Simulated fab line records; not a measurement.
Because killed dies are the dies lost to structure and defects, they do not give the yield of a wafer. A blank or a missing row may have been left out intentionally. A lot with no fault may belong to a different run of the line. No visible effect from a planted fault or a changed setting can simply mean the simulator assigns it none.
fab line records ; flow nandHarc ; part 2 of 2: steps 31 to 42 of 42
[record] lots = 5; wafers = 15; lastDay = 24
route steps=1159 shown P_STI@102 P_GATE@110
lots that met no fault: from a run of the same line without faults
startH: the number of hours between the record's first day and the start of the first shown wafer of the lot ; waitH: hours from the lot's prior step to this one ; " repeats the value in the row above ; L1.1+2: a row that stands for several wafers ; - value missing, or start not given ; * or withheld: withheld ; < > ~ a bound
route shown NAME@n: NAME is a module with steps in the file, n the number in the route of the first one ; usual: average and standard deviation across the fault-free wafers ; same: alike in all rows ; chamber/n: place in a boat ; sites: per-site readings ; _std_site: the values' standard deviation ; _edge_site: mean of outer sites minus mean of inner sites ; radiusMm: how far each site lies from the wafer's centre ; mask NAME#n: copy n ; behind: tool/chamber where the wafer was last shaped ; hold: what put the lot on hold/how long, in hours/how the hold closed ; device: the n, p or np transistor that did not switch ; end of line: the same wafers' tests at the end of the route ; a step with no rows: only its recipe ; killed: at the first sort, the dies lost to defects and structure; wafer yield is something else ; map: the dies of a wafer, with x for killed, . for not killed, _ for no die there
set.NAME: the setting as run; set.NAME@STEP: as run at that earlier step ; model.NAME: the simulator's own value behind a step, which no gauge read
certain route steps with their lots: each step a table, each wafer a row
services: when a tool's chamber went out of use (startH, in hours from the record's first day, below 0 if earlier), for how many hours, and the reason
[[steps]]
[step NHARC_P_GATE_DEP_103]
[recipe] targetThkA = 300; targetThkNm = 30; tempC = 400; flowSccm = 200; rfW = 350; material = SiON
[usual] heaterPowerW = 739/73
lot.wafer;tool;chamber;startH;waitH;heaterPowerW
L087.3;pecvd-02;0;169.55;0.4;809
L087.2;pecvd-02;1;169.55;0.4;747
L087.5;pecvd-02;2;169.55;0.4;794
L089.1;pecvd-04;1;170.16;0.6;792
L089.2;pecvd-04;0;170.16;0.6;747
L089.5;pecvd-04;0;170.16;0.6;730
L090.2;pecvd-04;2;186.32;0.5;597
L090.3;pecvd-04;0;186.32;0.5;732
L090.4;pecvd-04;0;186.32;0.5;735
L092.2;pecvd-01;2;203.49;0.6;776
L092.3;pecvd-01;0;203.49;0.6;782
L092.4;pecvd-01;1;203.49;0.6;808
L096.1;pecvd-01;0;219.91;0.6;829
L096.2;pecvd-01;2;219.91;0.6;807
L096.5;pecvd-01;0;219.91;0.6;810
[step NHARC_P_GATE_DEHYDRATE_18]
[recipe] tempC = 150; timeS = 120
[usual] resistLineTempC = 23.03/0.1
lot.wafer;tool;chamber;startH;waitH;resistLineTempC
L087.2;lithoTrack-01;0;169.79;0.2;23.29
L087.3;lithoTrack-01;0;169.79;0.2;22.95
L087.5;lithoTrack-01;0;169.79;0.2;23.07
L089.1;lithoTrack-04;0;170.46;0.3;23.02
L089.2;lithoTrack-04;0;170.46;0.3;23.10
L089.5;lithoTrack-04;0;170.46;0.3;23.00
L090.2;lithoTrack-06;0;186.57;0.2;23.10
L090.3;lithoTrack-06;0;186.57;0.2;22.93
L090.4;lithoTrack-06;0;186.57;0.2;23.06
L092.2;lithoTrack-01;0;203.73;0.2;22.98
L092.3;lithoTrack-01;0;203.73;0.2;22.81
L092.4;lithoTrack-01;0;203.73;0.2;23.00
L096.1;lithoTrack-04;0;220.18;0.2;23.01
L096.2;lithoTrack-04;0;220.18;0.2;23.03
L096.5;lithoTrack-04;0;220.18;0.2;22.99
[step NHARC_P_GATE_HMDS_19]
[recipe] timeS = 30
[usual] resistLineTempC = 22.99/0.099
lot.wafer;tool;chamber;startH;waitH;resistLineTempC
L087.2;lithoTrack-01;0;-;-;23.02
L087.3;lithoTrack-01;0;-;-;23.06
L087.5;lithoTrack-01;0;-;-;22.99
L089.1;lithoTrack-04;0;-;-;22.88
L089.2;lithoTrack-04;0;-;-;22.88
L089.5;lithoTrack-04;0;-;-;23.06
L090.2;lithoTrack-06;0;-;-;23.25
L090.3;lithoTrack-06;0;-;-;23.10
L090.4;lithoTrack-06;0;-;-;23.14
L092.2;lithoTrack-01;0;-;-;22.82
L092.3;lithoTrack-01;0;-;-;23.04
L092.4;lithoTrack-01;0;-;-;22.76
L096.1;lithoTrack-04;0;-;-;23.08
L096.2;lithoTrack-04;0;-;-;22.88
L096.5;lithoTrack-04;0;-;-;23.05
[step NHARC_P_GATE_COAT_20]
[recipe] spinRpm = 1500; resistThkNm = 90
[usual] resistLineTempC = 23.01/0.11
lot.wafer;tool;chamber;startH;waitH;resistLineTempC
L087.2;lithoTrack-01;0;-;-;23.08
L087.3;lithoTrack-01;0;-;-;22.99
L087.5;lithoTrack-01;0;-;-;23.10
L089.1;lithoTrack-04;0;-;-;23.25
L089.2;lithoTrack-04;0;-;-;23.19
L089.5;lithoTrack-04;0;-;-;23.16
L090.2;lithoTrack-06;0;-;-;23.03
L090.3;lithoTrack-06;0;-;-;23.09
L090.4;lithoTrack-06;0;-;-;23.16
L092.2;lithoTrack-01;0;-;-;22.91
L092.3;lithoTrack-01;0;-;-;22.94
L092.4;lithoTrack-01;0;-;-;23.07
L096.1;lithoTrack-04;0;-;-;23.02
L096.2;lithoTrack-04;0;-;-;23.18
L096.5;lithoTrack-04;0;-;-;23.00
[step NHARC_P_GATE_SOFTBAKE_21]
[recipe] tempC = 105; timeS = 55
[usual] resistLineTempC = 23.03/0.11
lot.wafer;tool;chamber;startH;waitH;resistLineTempC
L087.2;lithoTrack-01;0;-;-;22.97
L087.3;lithoTrack-01;0;-;-;23.11
L087.5;lithoTrack-01;0;-;-;23.00
L089.1;lithoTrack-04;0;-;-;23.02
L089.2;lithoTrack-04;0;-;-;23.01
L089.5;lithoTrack-04;0;-;-;23.06
L090.2;lithoTrack-06;0;-;-;22.94
L090.3;lithoTrack-06;0;-;-;23.01
L090.4;lithoTrack-06;0;-;-;23.01
L092.2;lithoTrack-01;0;-;-;22.79
L092.3;lithoTrack-01;0;-;-;22.94
L092.4;lithoTrack-01;0;-;-;22.87
L096.1;lithoTrack-04;0;-;-;23.00
L096.2;lithoTrack-04;0;-;-;22.94
L096.5;lithoTrack-04;0;-;-;22.96
[step NHARC_P_GATE_EBR_22]
[usual] resistLineTempC = 22.98/0.099
lot.wafer;tool;chamber;startH;waitH;resistLineTempC
L087.2;lithoTrack-01;0;-;-;22.95
L087.3;lithoTrack-01;0;-;-;22.89
L087.5;lithoTrack-01;0;-;-;23.00
L089.1;lithoTrack-04;0;-;-;22.89
L089.2;lithoTrack-04;0;-;-;23.01
L089.5;lithoTrack-04;0;-;-;22.97
L090.2;lithoTrack-06;0;-;-;22.70
L090.3;lithoTrack-06;0;-;-;22.80
L090.4;lithoTrack-06;0;-;-;22.98
L092.2;lithoTrack-01;0;-;-;22.86
L092.3;lithoTrack-01;0;-;-;22.94
L092.4;lithoTrack-01;0;-;-;22.82
L096.1;lithoTrack-04;0;-;-;22.92
L096.2;lithoTrack-04;0;-;-;22.91
L096.5;lithoTrack-04;0;-;-;23.07
[step NHARC_P_GATE_EXPOSE_23]
[recipe] na = 1.35; targetCdNm = 120; doseMj = 93.91; maskId = P_GATE
lot.wafer;tool;chamber;startH;waitH;mask
L087.2+3+5;arfiScanner-01;0;170.06;-;P_GATE#0
L089.1+2+5;arfiScanner-03;0;170.73;-;P_GATE#0
L090.2+3+4;arfiScanner-01;0;186.84;-;P_GATE#0
L092.2+3+4;arfiScanner-01;0;204.00;-;P_GATE#0
L096.1+2+5;arfiScanner-03;0;220.45;-;P_GATE#0
[step NHARC_P_GATE_PEB_24]
[recipe] pebTempC = 100; pebTimeS = 65
[usual] resistLineTempC = 23.02/0.1
lot.wafer;tool;chamber;startH;waitH;resistLineTempC
L087.2;lithoTrack-06;0;170.12;0.1;23.01
L087.3;lithoTrack-06;0;170.12;0.1;22.93
L087.5;lithoTrack-06;0;170.12;0.1;22.91
L089.1;lithoTrack-04;0;170.79;0.1;22.94
L089.2;lithoTrack-04;0;170.79;0.1;22.92
L089.5;lithoTrack-04;0;170.79;0.1;22.93
L090.2;lithoTrack-06;0;186.89;0.1;23.00
L090.3;lithoTrack-06;0;186.89;0.1;23.10
L090.4;lithoTrack-06;0;186.89;0.1;22.86
L092.2;lithoTrack-04;0;204.06;0.1;23.05
L092.3;lithoTrack-04;0;204.06;0.1;23.09
L092.4;lithoTrack-04;0;204.06;0.1;23.19
L096.1;lithoTrack-06;0;220.51;0.1;23.10
L096.2;lithoTrack-06;0;220.51;0.1;23.21
L096.5;lithoTrack-06;0;220.51;0.1;23.16
[step NHARC_P_GATE_DEVELOP_25]
[recipe] developTimeS = 35; devTempC = 23
[usual] developerTempC = 23.01/0.1; resistLineTempC = 22.98/0.11
lot.wafer;tool;chamber;startH;waitH;developerTempC;resistLineTempC
L087.2;lithoTrack-06;0;-;-;23.04;22.76
L087.3;lithoTrack-06;0;-;-;23.11;23.02
L087.5;lithoTrack-06;0;-;-;23.05;22.91
L089.1;lithoTrack-04;0;-;-;22.98;22.83
L089.2;lithoTrack-04;0;-;-;22.89;22.95
L089.5;lithoTrack-04;0;-;-;22.94;22.91
L090.2;lithoTrack-06;0;-;-;23.04;23.12
L090.3;lithoTrack-06;0;-;-;23.08;23.15
L090.4;lithoTrack-06;0;-;-;23.05;23.06
L092.2;lithoTrack-04;0;-;-;22.98;23.01
L092.3;lithoTrack-04;0;-;-;23.11;22.71
L092.4;lithoTrack-04;0;-;-;23.18;23.05
L096.1;lithoTrack-06;0;-;-;22.92;23.11
L096.2;lithoTrack-06;0;-;-;22.97;22.95
L096.5;lithoTrack-06;0;-;-;22.98;23.04
[step NHARC_P_GATE_CD_MEAS_26]
[recipe] targetCdNm = 120; landingEnergyEv = 500
[usual] cdNm = 120.2/0.45
lot.wafer;tool;chamber;startH;waitH;cdNm
L087.2;cdSem-02;0;170.21;-;119.8
L087.3;cdSem-02;0;170.21;-;119.9
L087.5;cdSem-02;0;170.21;-;119.6
L089.1;cdSem-02;0;170.87;-;120.3
L089.2;cdSem-02;0;170.87;-;119.7
L089.5;cdSem-02;0;170.87;-;120.6
L090.2;cdSem-02;0;186.98;-;120.2
L090.3;cdSem-02;0;186.98;-;119.0
L090.4;cdSem-02;0;186.98;-;119.6
L092.2;cdSem-03;0;204.14;-;120.4
L092.3;cdSem-03;0;204.14;-;120.9
L092.4;cdSem-03;0;204.14;-;120.4
L096.1;cdSem-02;0;220.58;-;120.9
L096.2;cdSem-02;0;220.58;-;120.2
L096.5;cdSem-02;0;220.58;-;120.9
[step NHARC_P_GATE_OVL_MEAS_27]
[usual] overlayXNm = 0.0/0.68; overlayYNm = 0.1/0.73
lot.wafer;tool;chamber;startH;waitH;overlayXNm;overlayYNm
L087.2;overlay-01;-;170.29;-;-0.4;0.5
L087.3;overlay-01;-;170.29;-;-0.9;0.7
L087.5;overlay-01;-;170.29;-;-0.8;0.8
L089.1;overlay-02;-;170.96;-;-0.6;0.4
L089.2;overlay-02;-;170.96;-;-0.5;0.6
L089.5;overlay-02;-;170.96;-;-0.4;0.7
L090.2;overlay-02;-;187.06;-;0.0;-0.5
L090.3;overlay-02;-;187.06;-;-0.3;-0.2
L090.4;overlay-02;-;187.06;-;-0.1;-0.2
L092.2;overlay-02;-;204.22;-;-1.4;-0.5
L092.3;overlay-02;-;204.22;-;-0.5;-0.3
L092.4;overlay-02;-;204.22;-;-0.9;-0.7
L096.1;overlay-02;-;220.67;-;-0.1;1.9
L096.2;overlay-02;-;220.67;-;0.6;2.0
L096.5;overlay-02;-;220.67;-;-0.6;1.9
[step NHARC_P_GATE_INSPECT_28]
[usual] rawDefectCount = 6/3
lot.wafer;tool;chamber;startH;waitH;rawDefectCount
L087.2;defectInspect-02;-;170.33;0.0;3
L087.3;defectInspect-02;-;170.33;0.0;2
L087.5;defectInspect-02;-;170.33;0.0;5
L089.1;defectInspect-01;-;171.00;0.0;6
L089.2;defectInspect-01;-;171.00;0.0;10
L089.5;defectInspect-01;-;171.00;0.0;9
L090.2;defectInspect-02;-;187.10;0.0;7
L090.3;defectInspect-02;-;187.10;0.0;3
L090.4;defectInspect-02;-;187.10;0.0;4
L092.2;defectInspect-01;-;204.26;0.0;7
L092.3;defectInspect-01;-;204.26;0.0;4
L092.4;defectInspect-01;-;204.26;0.0;3
L096.1;defectInspect-01;-;220.92;0.2;16
L096.2;defectInspect-01;-;220.92;0.2;6
L096.5;defectInspect-01;-;220.92;0.2;9
[[services]]
tool;chamber;startH;hours;kind
lithoTrack-06;-;117.00;7.0;pm
rieDiel-06;1;118.90;36.4;repair
krfScanner-04;-;126.00;4.0;pm
rieDiel-06;0;131.80;9.3;repair
krfScanner-01;-;134.36;1.0;repair
rieDiel-13;3;135.60;88.1;repair
arfiScanner-03;-;140.00;4.0;pm
lithoTrack-04;-;141.00;7.0;pm
pecvd-02;1;143.85;4.5;repair
pecvd-02;-;153.43;13.0;pm
krfScanner-03;-;153.83;0.2;repair
pecvd-04;-;161.77;0.6;repair
lithoTrack-02;-;165.00;7.0;pm
aclDep-02;-;167.90;13.0;pm
krfScanner-03;-;168.00;4.0;pm
wetBench-02;-;180.11;8.0;pm
arfiScanner-01;-;188.52;0.7;repair
wetBench-03;-;195.25;8.0;pm
pecvd-04;-;195.80;13.0;pm
arfiScanner-01;-;196.00;4.0;pm
wetBench-05;-;196.80;8.0;pm
furnace-06;-;198.00;26.0;pm
lithoTrack-03;-;213.00;7.0;pm
wetBench-01;-;213.60;8.0;pm
